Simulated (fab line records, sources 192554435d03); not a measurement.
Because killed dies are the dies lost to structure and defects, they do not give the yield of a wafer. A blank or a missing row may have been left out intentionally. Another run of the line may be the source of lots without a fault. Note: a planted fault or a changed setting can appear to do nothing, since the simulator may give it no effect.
fab line records | flow n5_finfet
record: lots: 9 wafers: 25 last_day: 17
route steps=1938 shown FIN_SAQP@116 BEOL_M4@1111
lots that met no fault: from a run of the same line without faults
start_h: hours from the record's first day to the start of the lot's first wafer shown | wait_h: hours since the lot's step before | " the same as in the row above | L1.1+2: a row that stands for several wafers | - no value present, or no start provided | * or withheld: withheld | < > ~ a bound
route shown NAME@n: NAME is a module with steps in the file, n the number in the route of the first one | usual: average and standard deviation across the fault-free wafers | same: alike in all rows | chamber/n: place in a boat | sites: the reading at each site | _std_site: the standard deviation of these | _edge_site: outer sites' mean less inner sites' | radius_mm: for every site, how far away it sits from the centre of the wafer | mask NAME#n: copy n | behind: the most recent tool/chamber to have shaped the wafer | hold: cause of the lot's hold/its duration in hours/its outcome | device: the transistor (n, p or np) that didn't switch | end of line: the same wafers' tests at the end of the route | step lacking rows: just its recipe | killed: at the first sort, the dies lost to defects and structure; wafer yield is something else | map: shows each die of a wafer: x if killed, . if not, _ if none is there
set.NAME: the setting as run; set.NAME@STEP: as run at that earlier step | model.NAME: the simulator's own value behind a step, which no gauge read
one table for each step of the route and one row for each wafer, over a sample of lots
services: the hour from which a tool's chamber was out of use, counted from the record's first day as start_h (under 0 if before that day), plus the number of hours and why
== steps ==
step: N5_FIN_SAQP_ETCH_52
recipe: chemistry: N2/H2 target: SOC target_depth_a: 1000 overetch_a: 200 mask_material: SiARC temp_c: 40 time_s: 150 ion_energy_ev: 200 pressure_mtorr: 30 source_w: 840 bias_w: 150 n2_flow_sccm: 200 h2_flow_sccm: 200 ends: end_point
usual: drypump_motor_current_A: 5.7/0.54 oes_product_au: 0.74/0.077 rf_fwd_power_W: 836.7/2.6 rf_vpp_V: 524.2/2.9 showerhead_plenum_p_Torr: 2.56/0.1 throttle_valve_pct: 17.76/0.2
columns lot.wafer tool chamber start_h wait_h drypump_motor_current_A oes_product_au rf_fwd_power_W rf_hours_counter_h rf_vpp_V showerhead_plenum_p_Torr throttle_valve_pct
L691.2 rie_diel-02 0 28.63 0.0 5.8 0.64 837.9 242 525.3 2.63 17.88
L691.3 " 1 " " 5.6 0.86 836.1 2 526.2 2.60 17.37
L691.4 " 2 " " 5.8 0.80 835.0 22 529.2 2.72 17.65
L692.1 rie_diel-02 1 34.71 0.0 5.6 0.85 831.9 4 526.1 2.60 17.39
L692.3 " 0 " " 5.9 0.63 840.0 244 527.1 2.63 17.89
L692.4 " 2 " " 5.8 0.80 838.1 24 528.7 2.72 17.65
L694.1 rie_diel-06 0 49.53 0.0 5.3 0.62 838.7 250 519.7 2.40 18.12
L694.2 " 3 " " 5.1 0.82 839.0 15 528.4 2.68 17.51
L694.4 " 0 " " 5.3 0.62 841.1 - 519.6 2.40 18.10
L700.1 rie_diel-01 2 83.38 0.0 6.4 0.64 836.3 219 522.8 2.50 17.83
L700.2 " 0 " " 6.1 0.67 836.3 185 520.7 2.43 17.96
L700.4 " 1 " " 5.3 0.66 841.7 - 524.3 2.54 17.95
L707.1 rie_diel-01 1 125.59 0.0 5.3 0.63 833.4 194 523.6 2.53 17.97
L707.4 " 3 " " 5.7 0.80 838.8 15 521.7 2.49 17.69
L707.5 " 3 " " 5.7 0.80 834.3 - 521.7 2.49 17.70
L708.1 rie_diel-01 1 133.68 0.0 5.3 0.64 835.3 199 523.6 2.53 17.98
L708.6 " 0 " " 6.1 0.66 834.8 - 519.3 2.42 18.01
L709.2 rie_diel-01 1 138.18 0.0 5.3 0.63 839.0 200 523.1 2.53 18.00
L709.4 " 0 " " 6.1 0.65 833.8 210 520.0 2.42 18.03
L709.6 " 2 " " 6.4 0.63 836.0 - 523.7 2.49 17.87
L711.1 rie_diel-02 3 147.37 0.0 4.8 0.75 837.5 61 522.8 2.46 17.74
L711.5 " 1 " " 5.6 0.76 837.4 - 526.4 2.58 17.47
L713.1 rie_diel-06 2 159.89 0.0 5.4 0.80 838.2 28 527.5 2.71 17.81
L713.3 " 3 " " 5.1 0.78 838.4 46 528.8 2.67 17.56
L713.5 " 2 " " 5.4 0.80 836.4 - 528.8 2.71 17.82
step: N5_FIN_SAQP_SPACER1_ALD_24
recipe: material: SiO2 target_thk_a: 203 temp_c: 300 ald_precursor_family: BDEAS ald_co_reactant: O2-plasma pulse_time_s: 1 purge_time_s: 2 co_reactant_purge_time_s: 2 ald_cycles: 218 pressure_torr: 2
usual: heater_power_w: 460/43 precursor_pulse_height_rel: 0.999/0.019
columns lot.wafer tool chamber start_h wait_h heater_power_w precursor_pulse_height_rel
L691.2 ald_sin-01 2 29.63 0.3 513 0.982
L691.3 " 1 " " 460 0.992
L691.4 " 0 " " 493 1.009
L692.1 ald_sin-02 0 35.94 0.3 432 1.000
L692.3 " 1 " " 478 1.015
L692.4 " 3 " " 400 0.996
L694.1 ald_sin-02 3 50.53 0.3 410 0.982
L694.2 " 2 " " 468 1.012
L694.4 " 1 " " 482 1.020
L700.1 ald_sin-02 3 85.47 0.3 411 0.981
L700.2 " 2 " " 472 1.007
L700.4 " 0 " " 442 0.993
L707.1 ald_sin-03 0 127.32 0.8 511 1.003
L707.4 " 3 " " 469 1.016
L707.5 " 3 " " 457 0.992
L708.1 ald_sin-03 2 134.71 0.3 454 0.998
L708.6 " 1 " " 386 1.009
L709.2 ald_sin-03 1 139.17 0.3 386 0.986
L709.4 " 2 " " 445 0.999
L709.6 " 1 " " 385 0.985
L711.1 ald_sin-01 0 148.97 0.5 482 1.029
L711.5 " 2 " " 525 1.029
L713.1 ald_sin-02 3 161.12 0.3 401 0.971
L713.3 " 0 " " 457 0.992
L713.5 " 0 " " 433 0.994
step: N5_FIN_SAQP_STRIP_70
recipe: chemistry: N2/H2 power_w: 500 temp_c: 40 pressure_mtorr: 50 rf_frequency_hz: 6e+07 overash_fraction: 0.3 bias_power_w: 28 h2_frac: 0.5 n2_flow_sccm: 300 h2_flow_sccm: 300
usual: drypump_motor_current_A: 5.7/0.55 oes_product_au: 0.83/0.091 rf_vpp_V: 122.0/1.1 showerhead_plenum_p_Torr: 3.38/0.14 throttle_valve_pct: 18.76/0.29
columns lot.wafer tool chamber start_h wait_h drypump_motor_current_A oes_product_au rf_hours_counter_h rf_vpp_V showerhead_plenum_p_Torr throttle_valve_pct
L691.2 rie_diel-06 2 31.66 0.0 5.5 0.68 249 119.8 3.18 19.20
L691.3 " 3 " " 5.1 0.95 7 122.4 3.54 18.33
L691.4 " 1 " " 6.7 0.86 62 120.7 3.28 19.06
L692.1 rie_diel-01 2 37.67 0.0 6.4 0.74 200 122.1 3.32 18.66
L692.3 " 3 " " 5.7 0.66 245 121.8 3.30 19.08
L692.4 " 0 " " 6.1 0.76 171 122.8 3.22 19.00
L694.1 rie_diel-06 0 52.55 0.0 5.3 0.67 252 120.0 3.18 18.94
L694.2 " 3 " " 5.1 0.91 16 122.5 3.54 18.34
L694.4 " 1 " " 6.7 0.82 - 120.2 3.27 19.06
L700.1 rie_diel-02 0 87.55 0.0 5.8 0.94 7 122.4 3.46 18.55
L700.2 " 3 " " 4.8 0.89 35 123.5 3.27 18.53
L700.4 " 1 " " 5.6 0.89 24 121.5 3.42 18.20
L707.1 rie_diel-02 2 129.70 0.0 5.8 0.83 63 122.6 3.56 18.83
L707.4 " 1 " " 5.6 0.86 45 122.6 3.41 18.25
L707.5 " 3 " " 4.7 0.86 - 121.4 3.26 18.56
L708.1 rie_diel-01 1 136.44 0.0 5.3 0.71 199 123.0 3.34 19.13
L708.6 " 3 " " 5.8 0.87 - 122.2 3.28 18.65
L709.2 rie_diel-06 3 141.10 0.0 5.2 0.89 38 123.1 3.52 18.38
L709.4 " 0 " " 5.3 0.94 6 125.1 3.58 18.58
L709.6 " 2 " " 5.5 0.91 - 121.6 3.57 18.79
L711.1 rie_diel-06 3 150.76 0.0 5.1 0.88 42 124.3 3.52 18.37
L711.5 " 0 " " 5.3 0.92 - 122.6 3.58 18.57
L713.1 rie_diel-01 1 162.85 0.0 5.3 0.70 210 123.3 3.34 19.16
L713.3 " 3 " " 5.7 0.85 32 122.1 3.28 18.66
L713.5 " 1 " " 5.3 0.70 - 121.4 3.34 19.17
step: N5_FIN_SAQP_FIN_ETCH_36
recipe: chemistry: HBr/Cl2/O2 target_depth_a: 1200 mask_material: SiNx time_s: 50.4 bias_w: 102 pressure_mtorr: 10 icp_w: 800 HBr_flow_sccm: 150 Cl2_flow_sccm: 80 O2_flow_sccm: 12
usual: drypump_motor_current_A: 5.7/0.42 oes_o_777_au: 0.98/0.048 oes_product_au: 0.992/0.02 rf_fwd_power_W: 796.6/2.5 throttle_valve_pct: 36.0/0.33
columns lot.wafer tool chamber start_h wait_h drypump_motor_current_A oes_o_777_au oes_product_au rf_fwd_power_W rf_hours_counter_h throttle_valve_pct
L691.2 rie_si-03 1 32.75 0.0 5.8 0.88 0.965 795.2 3 36.4
L691.3 " 2 " " 6.2 0.97 0.952 797.0 185 36.4
L691.4 " 3 " " 5.7 0.96 0.965 797.1 58 36.2
L692.1 rie_si-02 1 38.74 0.0 5.2 0.95 0.982 796.4 118 36.6
L692.3 " 3 " " 5.4 1.01 0.990 796.1 116 35.4
L692.4 " 0 " " 5.1 0.99 0.998 793.4 7 36.0
L694.1 rie_si-03 0 53.61 0.0 5.7 1.01 0.997 797.9 98 35.7
L694.2 " 3 " " 5.7 0.97 0.963 796.3 59 36.2
L694.4 " 2 " " 6.2 0.97 0.944 801.5 185 36.4
L700.1 rie_si-03 3 89.85 0.0 5.7 0.96 0.977 797.6 59 36.2
L700.2 " 2 " " 6.2 0.51 0.873 605.6 186 36.5
L700.4 " 1 " " 5.8 0.89 0.974 799.8 4 36.4
L707.1 rie_si-04 2 131.91 0.0 5.0 1.01 1.019 793.7 8 35.8
L707.4 " 1 " " 6.3 1.05 1.022 796.3 38 36.0
L707.5 " 1 " " 6.3 1.06 1.019 793.6 - 36.0
L708.1 rie_si-04 2 137.81 0.0 5.0 1.01 1.016 794.4 8 35.8
L708.6 " 3 " " 6.3 1.02 1.014 793.3 - 35.7
L709.2 rie_si-04 1 142.16 0.0 6.2 1.06 1.010 797.5 38 36.1
L709.4 " 0 " " 5.9 1.00 0.998 795.6 31 35.9
L709.6 " 0 " " 5.9 1.00 1.006 796.3 - 35.9
L711.1 rie_si-02 2 152.10 0.0 5.7 0.89 0.976 795.6 69 35.8
L711.5 " 1 " " 5.2 0.95 0.986 796.6 - 36.6
L713.1 rie_si-02 0 164.42 0.0 5.1 0.99 1.007 797.5 9 36.0
L713.3 " 3 " " 5.4 1.00 0.986 794.9 118 35.4
L713.5 " 0 " " 5.1 0.98 1.002 796.5 - 36.1
step: N5_FIN_SAQP_OCD_MEAS_76
usual: trench_depth_nm: 119.2/2
columns lot.wafer tool chamber start_h wait_h trench_depth_nm
L691.2 ocd-01 - 32.97 0.0 117.0
L691.3 " - " " 116.0
L691.4 " - " " 120.1
L692.1 ocd-01 - 38.96 0.0 117.4
L692.3 " - " " 116.7
L692.4 " - " " 119.1
L694.1 ocd-02 - 53.83 0.0 119.2
L694.2 " - " " 120.2
L694.4 " - " " 115.8
L700.1 ocd-01 - 90.07 0.0 119.9
L700.2 " - " " 103.5
L700.4 " - " " 117.8
L707.1 ocd-02 - 132.13 0.0 122.9
L707.4 " - " " 124.2
L707.5 " - " " 121.8
L708.1 ocd-01 - 138.03 0.0 122.2
L708.6 " - " " 118.4
L709.2 ocd-02 - 142.38 0.0 121.7
L709.4 " - " " 119.6
L709.6 " - " " 120.2
L711.1 ocd-01 - 152.32 0.0 118.4
L711.5 " - " " 117.8
L713.1 ocd-01 - 164.64 0.0 120.1
L713.3 " - " " 117.4
L713.5 " - " " 119.0
step: N5_BEOL_M4_RC_MEAS_101
usual: DIBL_N: 36.1/1.5 DIBL_P: 36.1/1.9 IOFF_N: 0.159/0.029 IOFF_P: 0.21/0.038 ION_N: 675/11 ION_P: 464/8.1 SS_N: 71.5/0.57 SS_P: 73.3/0.64 VT_N: 249/3.1 VT_P: -250/3.8
columns lot.wafer tool chamber start_h wait_h DIBL_N[mV/V] DIBL_P[mV/V] IOFF_N[nA/um] IOFF_P[nA/um] ION_N[uA/um] ION_P[uA/um] SS_N[mV/dec] SS_P[mV/dec] VT_N[mV] VT_P[mV]
L691.2 prober-01 0 174.34 0.2 36.9 35.9 0.156 0.20 667 456 71.5 72.8 250 -250
L691.3 " 0 " " 36.2 35.2 0.148 0.19 675 457 71.4 73.0 251 -252
L691.4 " 0 " " 36.3 34.8 0.152 0.18 658 453 71.5 72.6 253 -252
L692.1 prober-02 0 176.70 0.0 33.6 32.4 0.118 0.18 668 461 71.4 72.6 257 -248
L692.3 " 0 " " 35.6 35.8 0.147 0.22 680 471 72.0 73.4 251 -249
L692.4 " 0 " " 36.6 36.9 0.173 0.24 691 471 72.1 73.4 248 -249
L694.1 prober-02 0 192.89 0.1 34.6 34.7 0.141 0.19 683 467 70.9 72.6 250 -252
L694.2 " 0 " " 36.3 36.2 0.157 0.21 676 466 72.1 73.3 249 -250
L694.4 " 0 " " 35.7 35.8 0.162 0.21 677 469 71.3 72.5 249 -249
L700.1 prober-01 0 221.25 0.0 38.4 39.8 0.223 0.27 690 473 71.5 73.7 245 -246
L700.2 " 0 " " 35.5 36.2 0.167 0.23 679 472 72.0 73.5 246 -248
L700.4 " 0 " " 34.1 34.0 0.149 0.19 677 467 71.1 72.8 247 -251
L707.1 prober-01 0 269.52 0.0 35.6 37.1 0.150 0.19 663 457 71.3 73.5 253 -254
L707.4 " 0 " " 36.9 37.5 0.166 0.19 676 460 72.4 73.6 248 -254
L707.5 " 0 " " 36.6 37.7 0.169 0.20 675 457 72.3 73.7 251 -254
L708.1 prober-01 0 274.06 0.0 35.3 36.4 0.159 0.21 688 463 72.2 73.5 248 -249
L708.6 " 0 " " 37.3 39.1 0.206 0.26 689 468 72.0 74.1 244 -247
L709.2 prober-01 0 276.85 0.2 36.9 39.4 0.195 0.25 675 465 71.8 74.3 247 -247
L709.4 " 0 " " 36.9 39.2 0.187 0.23 673 463 72.0 74.5 249 -252
L709.6 " 0 " " 36.4 38.2 0.174 0.22 671 462 72.4 74.7 250 -248
L711.1 prober-02 0 300.63 0.0 35.6 36.6 0.159 0.20 674 456 71.3 72.6 247 -252
L711.5 " 0 " " 34.5 34.6 0.131 0.17 664 456 71.1 73.1 252 -255
L713.1 prober-01 0 321.45 0.0 36.2 36.8 0.181 0.23 684 469 71.1 73.3 247 -247
L713.3 " 0 " " 36.6 36.4 0.180 0.23 680 468 70.9 72.5 246 -248
L713.5 " 0 " " 34.8 36.0 0.168 0.23 686 473 71.5 73.6 244 -247
== services ==
columns tool chamber start_h hours kind
rie_si-02 - 17.35 0.1 repair
ald_sin-01 - 18.38 1.1 repair
ald_sin-03 3 22.61 5.2 repair
rie_si-02 - 32.88 2.8 pm
ald_sin-03 1 33.57 8.5 repair
ald_sin-03 - 36.41 0.9 repair
ald_sin-02 0 38.50 9.1 repair
rie_diel-01 0 40.40 11.1 repair
rie_diel-01 3 59.68 14.2 repair
ald_sin-03 0 67.58 5.5 repair
rie_diel-01 - 68.27 2.8 pm
rie_diel-02 1 68.50 2.2 repair
rie_diel-06 0 68.51 6.8 repair
rie_diel-01 3 73.94 - clean
rie_diel-06 2 83.58 4.7 repair
ald_sin-01 - 85.40 14.0 pm
rie_diel-02 2 92.12 3.4 repair
rie_si-04 1 99.50 3.5 repair
rie_diel-06 - 104.51 28.1 pm
rie_si-02 - 109.96 0.3 repair
ald_sin-01 - 122.19 14.6 pm
ald_sin-02 2 142.13 17.0 repair
rie_diel-02 0 145.20 4.2 repair
rie_si-03 - 159.61 0.3 repair
== key ==
first_sign: step: N5_FIN_SAQP_FIN_ETCH_36 reading: rf_fwd_power_W direction: down sigmas: 76 usual: * struck: *
effect: step: N5_FIN_SAQP_FIN_ETCH_36 reading: oes_o_777_au direction: down sigmas: 9.8 usual: 0.98 struck: 0.51
effect: step: N5_FIN_SAQP_OCD_MEAS_76 reading: trench_depth_nm direction: down sigmas: 7.9 usual: 119.2 struck: 103.5
met_at N5_FIN_SAQP_FIN_ETCH_36
struck_lots L700
struck_wafers L700.2
not_acting_at N5_FIN_SAQP_ETCH_52,N5_FIN_SAQP_SPACER1_ALD_24,N5_FIN_SAQP_STRIP_70
onset_between 53.61 89.85
fault: kind: process_parameter_drift tool: rie_si-03 chamber: 2 onset_h: 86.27 steps: N5_FIN_SAQP_FIN_ETCH_36 channel: icp_w offset: -192 shape: step end_h: 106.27 acts_in: these_recipes_only stated: 800
